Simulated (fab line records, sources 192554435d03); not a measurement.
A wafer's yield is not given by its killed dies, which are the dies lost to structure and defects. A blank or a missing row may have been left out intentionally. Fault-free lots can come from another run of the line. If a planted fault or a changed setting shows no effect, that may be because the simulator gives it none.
fab line records	flow n5_finfet
record: lots: 5	wafers: 14	last_day: 15
route steps=1938 shown GATE_CUT@481 BEOL_M4@1111 PASSIVATION@1936
lots untouched by any fault: they come from a run of this same line in which no faults occurred
start_h: start of the lot's first displayed wafer, in hours after the record's first day	wait_h: time in hours since the lot's previous step	" identical to the entry in the row above	L1.1+2: one row covering several wafers at once	- either no value or no given start	* or withheld: withheld	< > ~ a bound
route shown NAME@n: names a module that has steps shown in the file, with the first one's number in the route	usual: mean/standard deviation taken from wafers without a fault	same: alike in all rows	chamber/n: place in a boat	sites: readings site by site	_std_site: standard deviation across them	_edge_site: inner sites' mean taken away from outer sites' mean	radius_mm: how far each site lies from the wafer's centre	mask NAME#n: copy n	behind: the last tool/chamber to shape the wafer	hold: why the lot was held/for how many hours/how that ended	device: the n, p or np transistor that did not switch	end of line: tests of these same wafers at the route's end	for a step that has no rows: nothing shown but its recipe	killed: at the first sort, the dies lost to defects and structure; wafer yield is something else	map: per-die view of a wafer (x killed, . not killed, _ where there is no die)
set.NAME: the setting the step ran with; set.NAME@STEP: the setting that earlier step ran with	model.NAME: the simulator's own value behind a step, which no gauge read
a table for each step, a row for each wafer; lots at some steps of the route
services: from which hour (start_h, from the record's first day; less than 0 if before it) a tool's chamber was out of use, for how many hours, and why
== steps ==
step: N5_GATE_CUT_COAT_07
recipe: resist: CAR-EUV	spin_rpm: 1500	resist_thk_nm: 30
step: N5_GATE_CUT_EBR_09
recipe: solvent: PGMEA	ebr_width_mm: 1.5
step: N5_GATE_CUT_SOFTBAKE_08
recipe: temp_c: 110	time_s: 60	resist: CAR-EUV
step: N5_GATE_CUT_EXPOSE_10
recipe: mask_id: GATE_CUT	na: 0.33	source_shape: annular	sigma_inner: 0.35	sigma_outer: 0.8	polarization: unpolarized	target_cd_nm: 20	dose_mj: 43.25
step: N5_GATE_CUT_PEB_11
recipe: peb_temp_c: 100	peb_time_s: 60	resist: CAR-EUV
step: N5_GATE_CUT_DEVELOP_12
recipe: develop_time_s: 30	developer: TMAH	resist: CAR-EUV	rinse_liquid: surfactant_rinse	dry: air_spin	dev_temp_c: 23
step: N5_GATE_CUT_DESCUM_18
recipe: chemistry: O2	time_s: 7	source_power_w: 50	bias_power_w: 20	pressure_mtorr: 20	rf_frequency_hz: 2.712e+07	temp_c: 40	resist: CAR-EUV	o2_flow_sccm: 225
step: N5_GATE_CUT_ETCH_28
recipe: chemistry: N2/H2	target: underlayer	target_depth_a: 130	mask_material: CAR-EUV	time_s: 10.4	ion_energy_ev: 200	pressure_mtorr: 30	source_w: 840	bias_w: 150	n2_flow_sccm: 200	h2_flow_sccm: 200	ends: cleared
step: N5_GATE_CUT_ETCH_36
recipe: chemistry: CF4	target: SiARC	target_depth_a: 130	mask_material: CAR-EUV	time_s: 21.7	ion_energy_ev: 80	pressure_mtorr: 40	source_w: 545	bias_w: 36	Ar_flow_sccm: 100	cf4_flow_sccm: 100	ends: cleared
step: N5_GATE_CUT_ETCH_37
recipe: chemistry: N2/H2	target: SOC	target_depth_a: 600	overetch_a: 120	mask_material: SiARC	temp_c: 40	time_s: 90	ion_energy_ev: 200	pressure_mtorr: 30	source_w: 840	bias_w: 150	n2_flow_sccm: 200	h2_flow_sccm: 200
usual: drypump_motor_current_A: 5.5/0.49	oes_product_au: 0.71/0.07	rf_vpp_V: 523.6/2.4	showerhead_plenum_p_Torr: 2.54/0.081	throttle_valve_pct: 17.86/0.26
lot.wafer	tool	chamber	start_h	wait_h	drypump_motor_current_A	oes_product_au	rf_hours_counter_h	rf_vpp_V	showerhead_plenum_p_Torr	throttle_valve_pct	model.SiARC_of_GATE_CUT_COAT_35.thk_nm	model.GATE_CUT.cd_nm
L499.1	rie_diel-01	2	84.62	0.0	5.0	0.64	202	523.2	2.52	18.37	6	20.4
L499.5	"	1	"	"	5.8	0.82	-	526.2	2.59	17.67	5.8	20
L499.6	"	2	"	"	5.0	0.64	-	524.1	2.52	18.34	6	20.4
L512.1	rie_diel-01	2	161.27	0.0	5.0	0.63	228	524.4	2.51	18.40	6.2	20
L512.5	"	3	"	"	5.4	0.63	-	520.8	2.44	17.90	4.6	20.6
L513.3	rie_diel-01	3	168.22	0.0	5.3	0.63	205	520.4	2.43	17.90	4.6	20.8
L513.5	"	2	"	"	5.0	0.63	-	523.1	2.51	18.39	4.6	20.8
L513.6	"	3	"	"	5.4	0.63	-	519.8	2.43	17.91	6	19.8
L514.2	rie_diel-01	1	177.04	0.0	5.8	0.77	41	524.7	2.58	17.72	5.8	19.8
L514.3	"	3	"	"	5.3	0.63	207	521.1	2.43	17.89	4.6	20.4
L514.5	"	1	"	"	5.8	0.77	-	526.1	2.58	17.73	4.2	20.4
L517.1	rie_diel-03	1	192.98	0.0	6.1	0.80	45	522.2	2.51	17.86	6	20.4
L517.3	"	0	"	"	5.9	0.66	164	525.6	2.55	18.06	6	19.8
L517.5	"	0	"	"	5.9	0.66	-	525.1	2.55	18.05	6	19.8
step: N5_GATE_CUT_STRIP_38
recipe: chemistry: N2/H2	temp_c: 40	n2_flow_sccm: 200	h2_flow_sccm: 200	rf_frequency_hz: 6e+07
step: N5_GATE_CUT_STRIP_39
recipe: chemistry: N2/H2	temp_c: 40	n2_flow_sccm: 200	h2_flow_sccm: 200	rf_frequency_hz: 6e+07
step: N5_GATE_CUT_HM_OPEN_40
recipe: chemistry: C4F6/O2	target: SiO2	mask_material: SiARC	target_depth_a: 1390	time_s: 85.1	ion_energy_ev: 250	pressure_mtorr: 30	source_w: 345	bias_w: 185	Ar_flow_sccm: 300	C4F6_flow_sccm: 10	O2_flow_sccm: 10	ends: cleared
step: N5_GATE_CUT_STRIP_41
recipe: chemistry: CF4	resist: SiARC	power_w: 300	bias_power_w: 75	pressure_mtorr: 50	cf4_flow_sccm: 150	rf_frequency_hz: 6e+07
step: N5_GATE_CUT_STRIP_42
recipe: chemistry: O2	power_w: 400	temp_c: 40	pressure_mtorr: 30	rf_frequency_hz: 6e+07	bias_power_w: 0	overash_fraction: 0.3	o2_flow_sccm: 225
step: N5_GATE_CUT_ETCH_19
recipe: chemistry: CH3F/O2	target: SiNx	mask_material: SiO2	target_depth_a: 537	time_s: 76.7	pressure_mtorr: 30	source_w: 395	bias_w: 73	Ar_flow_sccm: 150	CH3F_flow_sccm: 30	O2_flow_sccm: 20	ion_energy_ev: 120	ends: cleared
usual: drypump_motor_current_A: 5.5/0.48	etch_rf_on_time_s: 77.0/1.1	oes_product_au: 0.67/0.07	rf_vpp_V: 296/6.2	showerhead_plenum_p_Torr: 1.99/0.061	throttle_valve_pct: 16.34/0.22
lot.wafer	tool	chamber	start_h	wait_h	drypump_motor_current_A	etch_rf_on_time_s	oes_product_au	rf_hours_counter_h	rf_vpp_V	showerhead_plenum_p_Torr	throttle_valve_pct	model.GATE_CUT.cd_nm
L499.1	rie_diel-01	2	84.82	0.0	5.0	78.1	0.61	202	299	1.97	16.72	20.4
L499.5	"	1	"	"	5.8	74.4	0.78	-	303	2.04	16.28	20
L499.6	"	2	"	"	5.0	78.4	0.61	-	299	1.97	16.76	20.4
L512.1	rie_diel-01	2	161.47	0.0	5.0	78.1	0.59	228	301	1.96	16.80	20
L512.5	"	3	"	"	5.3	77.4	0.60	-	292	1.91	16.38	20.6
L513.3	rie_diel-01	3	168.43	0.0	5.4	78.4	0.59	205	290	1.91	16.38	20.8
L513.5	"	2	"	"	5.0	79.4	0.58	-	300	1.96	16.80	21
L513.6	"	3	"	"	5.4	78.2	0.59	-	291	1.91	16.38	19.8
L514.2	rie_diel-01	1	177.24	0.0	5.8	76.0	0.74	41	301	2.04	16.31	19.8
L514.3	"	3	"	"	5.3	77.8	0.60	208	292	1.91	16.38	20.4
L514.5	"	1	"	"	5.8	75.5	0.73	-	304	2.04	16.33	20.6
L517.1	rie_diel-03	1	193.18	0.0	6.1	77.1	0.75	45	298	1.94	16.10	20.4
L517.3	"	0	"	"	5.9	79.0	0.61	165	307	2.00	16.49	19.8
L517.5	"	0	"	"	5.9	78.6	0.62	-	306	2.00	16.50	19.8
step: N5_GATE_CUT_CUT_ETCH_53
recipe: chemistry: SF6/Cl2	target: W	mask_material: SiO2	target_depth_a: 792	pressure_mtorr: 8	icp_w: 900	bias_w: 80	SF6_flow_sccm: 40	Cl2_flow_sccm: 60	ends: cleared
step: N5_BEOL_M4_RC_MEAS_101
usual: DIBL_N: 36.3/1.6	DIBL_P: 36.2/2.1	IOFF_N: 0.16/0.031	IOFF_P: 0.21/0.034	ION_N: 673/11	ION_P: 461/7.4	SS_N: 71.6/0.55	SS_P: 73.3/0.66	VT_N: 251/3.2	VT_P: -251/3.5
lot.wafer	tool	chamber	start_h	wait_h	DIBL_N[mV/V]	DIBL_P[mV/V]	IOFF_N[nA/um]	IOFF_P[nA/um]	ION_N[uA/um]	ION_P[uA/um]	SS_N[mV/dec]	SS_P[mV/dec]	VT_N[mV]	VT_P[mV]
L499.1	prober-02	0	156.85	0.0	35.8	34.0	0.15	0.20	670	462	72.1	72.6	250	-251
L499.5	"	0	"	"	36.9	36.3	0.18	0.24	691	473	71.9	73.8	250	-249
L499.6	"	0	"	"	35.4	33.8	0.13	0.19	664	464	71.0	73.4	252	-251
L512.1	prober-01	0	236.31	0.0	35.9	36.0	0.14	0.18	680	467	71.1	73.3	249	-254
L512.5	"	0	"	"	35.9	35.5	0.14	0.17	669	451	70.9	72.5	252	-256
L513.3	prober-01	0	246.02	0.3	35.5	35.6	0.15	0.19	667	454	71.3	72.9	250	-252
L513.5	"	0	"	"	35.4	35.9	0.14	0.20	669	459	71.9	72.6	250	-252
L513.6	"	0	"	"	35.8	36.9	0.16	0.22	670	464	71.9	72.9	249	-250
L514.2	prober-02	0	256.81	0.2	38.6	38.5	0.20	0.26	680	465	71.7	73.7	249	-247
L514.3	"	0	"	"	35.4	35.7	0.14	0.21	662	463	71.0	73.4	252	-246
L514.5	"	0	"	"	36.4	35.7	0.15	0.20	660	453	71.6	72.9	249	-250
L517.1	prober-01	0	261.67	0.0	39.5	40.3	0.22	0.26	689	467	72.5	75.0	246	-250
L517.3	"	0	"	"	41.2	40.7	0.25	0.26	695	462	72.7	74.6	244	-248
L517.5	"	0	"	"	39.4	39.9	0.22	0.26	702	476	71.9	74.7	245	-248
step: N5_PASSIVATION_PROBE_49
usual: defect_limited_yield: 91.5/1.5	killed_at_M0_to_M3: 32/9.4	killed_at_M4_up: 12/5.1	killed_at_contacts: 11/7.4	killed_at_front_end: 41/11	killed_at_other: 3.4/2.5	killed_dies: 100/17	killed_open: 65/14	killed_short: 33/7	sort_bin_4_leakage: 0.00/0.01	sort_bin_5_function: 4.9/0.96	sort_bin_6_memory: 3.1/0.7	sort_n_pass: 1080/17	sort_yield_pct: 91.5/1.5
same: gross_dies: 1180	killed_at_back_side: 0	sort_bin_8_speed[%]: 0
lot.wafer	tool	chamber	start_h	wait_h	defect_limited_yield[%]	killed_at_M0_to_M3	killed_at_M4_up	killed_at_contacts	killed_at_front_end	killed_at_other	killed_dies	killed_open	killed_short	sort_bin_4_leakage[%]	sort_bin_5_function[%]	sort_bin_6_memory[%]	sort_n_pass	sort_yield_pct[%]
L512.1	prober-01	-	326.39	0.0	91.9	39	7	8	40	2	96	56	40	0	5.1	2.9	1084	91.9
L513.3	prober-02	-	339.84	0.1	93.6	17	4	12	43	0	76	35	40	0	3.7	2.3	1104	93.6
L513.5	prober-02	-	339.94	0.2	91.4	36	17	1	45	2	101	61	37	0	4.7	3.8	1079	91.4
L513.6	prober-02	-	339.99	0.3	93.9	22	8	7	35	0	72	38	33	0	3.8	1.9	1108	93.9
killed by level:class
L512.1 BEOL_M0_SAQP:geometric_particle:short=12 STI_FIN_REVEAL:geometric_particle:open=11 BEOL_M0_SAQP:geometric_particle:open=10 MOL_CONTACT_COAG:geometric_particle:open=7 FIN_SAQP:geometric_particle:open=6 FIN_SAQP:geometric_particle:short=5 STI_FIN_REVEAL:geometric_particle:short=5 BEOL_M2:geometric_particle:open=5
L513.3 MOL_CONTACT_COAG:geometric_particle:open=9 FIN_SAQP:geometric_particle:short=7 BEOL_M0_SAQP:geometric_particle:short=7 STARTING-WAFER:geometric_particle:short=6 STI_FIN_REVEAL:geometric_particle:open=5 SPACER0:geometric_particle:short=5 GATE_CUT:geometric_particle:short=5 GATE_CUT:geometric_particle:open=5
L513.5 FIN_SAQP:geometric_particle:short=11 BEOL_M4:geometric_particle:open=8 GATE_CUT:geometric_particle:short=8 BEOL_M0_SAQP:geometric_particle:short=8 BEOL_M1:geometric_particle:open=8 BEOL_M2:geometric_particle:open=7 BEOL_M3:geometric_particle:open=7 GATE_CUT:geometric_particle:open=6
L513.6 MOL_CONTACT_COAG:geometric_particle:open=7 FIN_SAQP:geometric_particle:open=6 BEOL_M0_SAQP:geometric_particle:short=6 FIN_SAQP:geometric_particle:short=5 DUMMY_GATE:geometric_particle:open=5 SPACER0:geometric_particle:short=5 STARTING-WAFER:geometric_particle:short=5 BEOL_M2:geometric_particle:open=5
== services ==
tool	chamber	start_h	hours	kind
rie_diel-01	-	105.87	0.6	repair
rie_diel-01	1	140.00	12.9	repair
rie_diel-03	0	181.89	7.9	repair
rie_diel-01	-	191.85	2.8	pm
== key ==
first_sign none at tools or gauges
model_effect: step: N5_GATE_CUT_ETCH_37	value: SiARC_of_GATE_CUT_COAT_35.thk_nm	without: 6.04	struck: 4.52
model_effect: step: N5_GATE_CUT_ETCH_19	value: GATE_CUT.cd_nm	without: 20.04	struck: 20.68
met_at N5_GATE_CUT_ETCH_37
struck_wafers L512.5,L513.3,L513.5,L514.3,L514.5
onset_between 84.62 161.27
fault: kind: process_parameter_drift	tool: rie_diel-01	chamber: -	onset_h: 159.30	steps: N5_GATE_CUT_ETCH_37	channel: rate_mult	offset: 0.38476	shape: step	end_h: 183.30	scope: struck_wafers_only
